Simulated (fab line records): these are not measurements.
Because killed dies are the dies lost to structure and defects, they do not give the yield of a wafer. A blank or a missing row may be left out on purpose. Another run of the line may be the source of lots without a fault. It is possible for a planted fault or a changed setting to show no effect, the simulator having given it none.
Chamber matching || flow n5Finfet || N5_BEOL_M9_CURE_71 on uvCure-01: 3 sister chambers
The step cures SiCOH lowk, time 240 s. 16 wafers are shown with their chamber, then 8 later ones without.

## EACH WAFER AND ITS CHAMBER
{"wafer": "L080.1", "chamber": 0, "wafer_temp_C_max": 386.7, "lampPowerPct (%)": 52.38}
{"wafer": "L080.3", "chamber": 0, "wafer_temp_C_max": 386.6, "lampPowerPct (%)": 52.32}
{"wafer": "L080.4", "chamber": 0, "wafer_temp_C_max": 386.6, "lampPowerPct (%)": 52.26}
{"wafer": "L084.3", "chamber": 1, "wafer_temp_C_max": 387.8, "lampPowerPct (%)": 52.31}
{"wafer": "L084.4", "chamber": 1, "wafer_temp_C_max": 387.2, "lampPowerPct (%)": 52.26}
{"wafer": "L084.6", "chamber": 1, "wafer_temp_C_max": 387.0, "lampPowerPct (%)": 52.29}
{"wafer": "L090.1", "chamber": 2, "wafer_temp_C_max": 386.6, "lampPowerPct (%)": 52.30}
{"wafer": "L090.3", "chamber": 2, "wafer_temp_C_max": 385.7, "lampPowerPct (%)": 52.36}
{"wafer": "L090.6", "chamber": 2, "wafer_temp_C_max": 386.1, "lampPowerPct (%)": 52.28}
{"wafer": "L088.3", "chamber": 2, "wafer_temp_C_max": 386.1, "lampPowerPct (%)": 52.29}
{"wafer": "L088.5", "chamber": 2, "wafer_temp_C_max": 386.0, "lampPowerPct (%)": 52.35}
{"wafer": "L088.6", "chamber": 2, "wafer_temp_C_max": 386.1, "lampPowerPct (%)": 52.29}
{"wafer": "L092.2", "chamber": 2, "wafer_temp_C_max": 386.0, "lampPowerPct (%)": 52.37}
{"wafer": "L092.3", "chamber": 2, "wafer_temp_C_max": 386.2, "lampPowerPct (%)": 52.38}
{"wafer": "L092.6", "chamber": 2, "wafer_temp_C_max": 386.2, "lampPowerPct (%)": 52.35}
{"wafer": "L095.2", "chamber": 0, "wafer_temp_C_max": 386.7, "lampPowerPct (%)": 52.29}

SIGNATURES (averages over the wafers above)
{"reading": "wafer_temp_C_max", "chamber 0": 386.650, "chamber 1": 387.333, "chamber 2": 386.111, "scatter within a chamber": 0.249}
{"reading": "lampPowerPct", "chamber 0": 52.3125, "chamber 1": 52.2867, "chamber 2": 52.3300, "scatter within a chamber": 0.0407}
Rule: for each reading, subtract the chamber's mean from the wafer's reading, divide by that reading's scatter and square the result; add these up over the readings and take the root, which gives the wafer's distance from the chamber. If the next closest chamber is less than 2 further off than the closest, the wafer can't be placed; otherwise it belongs to the closest. The scatter: the root of (the sum of the squares of (reading less its chamber's mean) over the shown wafers, divided by (wafers less chambers)).

## WAFERS WHOSE CHAMBER IS MISSING
{"wafer": "L095.4", "wafer_temp_C_max": 386.9, "lampPowerPct (%)": 52.29}
{"wafer": "L095.5", "wafer_temp_C_max": 386.2, "lampPowerPct (%)": 52.34}
{"wafer": "L096.3", "wafer_temp_C_max": 386.0, "lampPowerPct (%)": 52.19}
{"wafer": "L096.4", "wafer_temp_C_max": 386.1, "lampPowerPct (%)": 52.33}
{"wafer": "L096.5", "wafer_temp_C_max": 386.4, "lampPowerPct (%)": 52.25}
{"wafer": "L097.1", "wafer_temp_C_max": 385.8, "lampPowerPct (%)": 52.32}
{"wafer": "L097.3", "wafer_temp_C_max": 385.7, "lampPowerPct (%)": 52.31}
{"wafer": "L097.4", "wafer_temp_C_max": 386.1, "lampPowerPct (%)": 52.35}

## WHICH CHAMBER EACH ONE RAN IN
{"wafer": "L095.4", "from the rows above": "can't be placed: 0 or 1", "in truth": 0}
{"wafer": "L095.5", "from the rows above": "can't be placed: 2 or 0", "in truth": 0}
{"wafer": "L096.3", "from the rows above": "can't be placed: 2 or 0", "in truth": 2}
{"wafer": "L096.4", "from the rows above": 2, "in truth": 2}
{"wafer": "L096.5", "from the rows above": "can't be placed: 0 or 2", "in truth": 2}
{"wafer": "L097.1", "from the rows above": 2, "in truth": 2}
{"wafer": "L097.3", "from the rows above": 2, "in truth": 2}
{"wafer": "L097.4", "from the rows above": "can't be placed: 2 or 0", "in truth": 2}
Correctly placed: 3 of 8. Cannot be placed on the basis of these rows: 5; the candidates contain the true chamber in 5. Wrongly placed: 0.
